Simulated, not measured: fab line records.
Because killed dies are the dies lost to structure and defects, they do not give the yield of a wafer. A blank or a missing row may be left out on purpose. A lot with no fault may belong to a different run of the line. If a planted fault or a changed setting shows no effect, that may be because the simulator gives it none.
What tool caused it?	flow nand_harc	11 lots, 33 wafers sampled, at 5 steps of a route of 1302

## WHAT THE GAUGES READ, wafer by wafer
NHARC_END_SORT_01.
lot	measured	on	defect_limited_yield (%)	killed_at_array	killed_at_other	killed_at_periphery	killed_dies	killed_open	killed_short
L203	day 28 04:59	prober-02	93.5 94.2 94.5	40 33 33	1 3 1	3 3 3	44 39 37	2 5 3	1 3 2
L204	day 29 13:07	prober-02	0.1 94.2 93.1	33 39 44	640 0 0	3 0 3	676 39 47	0 4 9	1 2 2
L207	day 29 20:34	prober-02	0.1 87.1 88.2	70 79 71	603 1 0	3 7 9	676 87 80	5 5 3	2 2 5

## WHICH TOOL RAN EACH LOT (tool, then ch and the chambers of the sampled wafers, then the start)
lot	NHARC_A_BONDPAD_PVD_17	NHARC_THIN_TSV_DESCUM_14	NHARC_THIN_TSV_ETCH_44	NHARC_THIN_TSV_ANNEAL_52
L195	pvd_sputter-03, day 24 03:37 or earlier	rie_diel-10 ch 0,2,3, day 24 03:37	rie_diel-10 ch 0,1, day 24 03:44	rtp_anneal-02 ch 0, day 24 07:28
L201	pvd_sputter-03, day 26 14:23 or earlier	rie_diel-10 ch 1,2, day 26 14:23	rie_diel-10 ch 1,2,3, day 26 14:28	rtp_anneal-02 ch 0, day 26 18:22
L200	pvd_sputter-03, day 26 18:57 or earlier	rie_diel-10 ch 0,1, day 26 18:57	rie_diel-10 ch 0,3, day 26 19:08	rtp_anneal-02 ch 0, day 26 23:19
L203	pvd_sputter-02, day 27 11:06 or earlier	rie_diel-10 ch 0,2,3, day 27 11:06	rie_diel-10 ch 0,1,3, day 27 11:17	rtp_anneal-01 ch 0, day 27 14:56
L202	pvd_sputter-03, day 27 19:10 or earlier	rie_diel-02 ch 0,1, day 27 19:10	rie_diel-02 ch 2,3, day 27 19:17	rtp_anneal-02 ch 0, day 27 23:17
L204	pvd_sputter-03, day 28 21:39 or earlier	rie_diel-10 ch 0,1,2, day 28 21:39	rie_diel-10 ch 0,1,2, day 28 21:53	rtp_anneal-02 ch 0, day 29 01:44
L207	pvd_sputter-01, day 29 04:54 or earlier	rie_diel-10 ch 0,1,3, day 29 04:54	rie_diel-10 ch 0,1,3, day 29 05:04	rtp_anneal-01 ch 0, day 29 08:52
L210	pvd_sputter-01, day 31 05:57 or earlier	rie_diel-05 ch 0,2,3, day 31 05:57	rie_diel-05 ch 0,1,2, day 31 06:02	rtp_anneal-02 ch 0, day 31 09:53
L214	pvd_sputter-02, day 33 01:26 or earlier	rie_diel-02 ch 1,2,3, day 33 01:26	rie_diel-02 ch 0,1,3, day 33 01:38	rtp_anneal-01 ch 0, day 33 05:44
L216	pvd_sputter-03, day 33 02:58 or earlier	rie_diel-10 ch 0,2, day 33 02:58	rie_diel-10 ch 0,3, day 33 03:02	rtp_anneal-01 ch 0, day 33 06:59
L217	pvd_sputter-01, day 33 10:02 or earlier	rie_diel-02 ch 0,2, day 33 10:02	rie_diel-02 ch 2,3, day 33 10:07	rtp_anneal-01 ch 0, day 33 13:55
- NHARC_A_BONDPAD_PVD_17: deposits TaN, target thk 5 nm, time 8.06 s.
- NHARC_THIN_TSV_DESCUM_14: chemistry O2, time 3 s.
- NHARC_THIN_TSV_ETCH_44: etches the open film in CF4/O2, target depth 1594.2 nm, time 797.1 s.
- NHARC_THIN_TSV_ANNEAL_52: time 90 s.

## WHAT THE TOOLS THEMSELVES READ (means of the sampled wafers that have a number; where no wafer has one, the mark that the record gives instead)
NHARC_A_BONDPAD_PVD_17.
lot	tool	cathode_dc_power_W (W)	throttle_valve_pct (%)
L195	pvd_sputter-03	15002	28.9
L201	pvd_sputter-03	15000	29.1
L200	pvd_sputter-03	15005	29.5
L203	pvd_sputter-02	15000	28.7
L202	pvd_sputter-03	14999	28.9
L204	pvd_sputter-03	14998	30.8
L207	pvd_sputter-01	14997	30.3
L210	pvd_sputter-01	15000	30.2
L214	pvd_sputter-02	15001	29.4
L216	pvd_sputter-03	14999	29.2
L217	pvd_sputter-01	15002	31.2

NHARC_THIN_TSV_DESCUM_14.
lot	tool	chamber_pressure_mTorr (mTorr)	drypump_motor_current_A (A)	oes_product_au (a.u.)	rf_vpp_V (V)	showerhead_plenum_p_Torr (Torr)	throttle_valve_pct (%)
L195	rie_diel-10	60.01	5.8	0.992	57.4	1.87	11.305
L201	rie_diel-10	59.99	6.0	1.002	57.5	1.84	11.315
L200	rie_diel-10	60.00	5.7	0.999	57.7	1.87	11.308
L203	rie_diel-10	59.95	5.8	0.995	57.7	1.87	11.312
L202	rie_diel-02	59.99	5.3	0.994	58.6	1.98	11.309
L204	rie_diel-10	60.02	5.9	1.003	57.8	1.84	11.312
L207	rie_diel-10	60.00	5.7	0.998	57.3	1.89	11.306
L210	rie_diel-05	59.98	5.6	0.997	57.9	1.97	11.322
L214	rie_diel-02	60.02	5.9	0.999	58.4	2.01	11.311
L216	rie_diel-10	60.06	5.8	1.000	57.9	1.84	11.306
L217	rie_diel-02	60.00	6.0	0.996	57.2	1.93	11.300

NHARC_THIN_TSV_ETCH_44.
lot	tool	chamber_pressure_mTorr (mTorr)	drypump_motor_current_A (A)	oes_product_au (a.u.)	rf_vpp_V (V)	showerhead_plenum_p_Torr (Torr)	throttle_valve_pct (%)
L195	rie_diel-10	30.004	5.7	0.998	792	1.79	16.920
L201	rie_diel-10	29.997	5.9	1.002	791	1.79	16.916
L200	rie_diel-10	30.014	5.6	1.001	795	1.84	16.914
L203	rie_diel-10	30.003	5.7	1.002	793	1.81	16.920
L202	rie_diel-02	30.017	6.3	0.995	799	1.93	16.920
L204	rie_diel-10	29.973	5.9	0.956	791	1.76	16.916
L207	rie_diel-10	30.007	5.7	0.960	793	1.81	16.909
L210	rie_diel-05	30.012	5.5	0.997	798	1.88	16.910
L214	rie_diel-02	30.017	5.7	0.993	799	1.90	16.914
L216	rie_diel-10	29.991	5.6	1.000	793	1.82	16.907
L217	rie_diel-02	30.013	6.4	0.999	798	1.90	16.913

NHARC_THIN_TSV_ANNEAL_52.
lot	tool	anneal_temp_c_max	wafer_temp_C_max
L195	rtp_anneal-02	226.4	226.0
L201	rtp_anneal-02	226.6	225.9
L200	rtp_anneal-02	226.7	225.9
L203	rtp_anneal-01	225.6	226.4
L202	rtp_anneal-02	226.5	226.0
L204	rtp_anneal-02	226.7	226.0
L207	rtp_anneal-01	225.6	227.0
L210	rtp_anneal-02	226.8	225.6
L214	rtp_anneal-01	225.6	226.4
L216	rtp_anneal-01	225.5	226.7
L217	rtp_anneal-01	225.5	226.8

## THE ANSWER, worked out from the rows above alone
Rule: what is usual is taken from the lots themselves. Put in order of their means at a reading, lots are off if they are a third of the lots or fewer, leave a main group of 4 or more, and stand apart from it by a gap of 3 or more times the standard deviation of the main group's means; of several such gaps the widest counts. Not used: any main group whose means are identical at the precision the tables above print for the reading. A lot without any number at a reading at which 4 lots or more have one is off too. Where the step has rows for the other lots, those lots are counted as sound. After the gauges, taken in route order, come the tools' own readings; for these a lot's mean is taken, as printed above. The first step at which some lot is off is used, and at that step the reading that is off furthest; a lot without a number counts as furthest.
Off: L204, L207, at NHARC_THIN_TSV_ETCH_44 (oes_product_au). Main group: mean 0.999 a.u., sd 0.0029.
If a tool, at that step or one of the process steps before it, ran each lot that is off and ran no sound lot following the first of them, it fits. NHARC_A_BONDPAD_PVD_17: start missing for some lots; hours and lot order therefore follow NHARC_THIN_TSV_DESCUM_14. Not one of the candidates tried fits.

## WHAT WAS PUT IN BY THE SIMULATOR
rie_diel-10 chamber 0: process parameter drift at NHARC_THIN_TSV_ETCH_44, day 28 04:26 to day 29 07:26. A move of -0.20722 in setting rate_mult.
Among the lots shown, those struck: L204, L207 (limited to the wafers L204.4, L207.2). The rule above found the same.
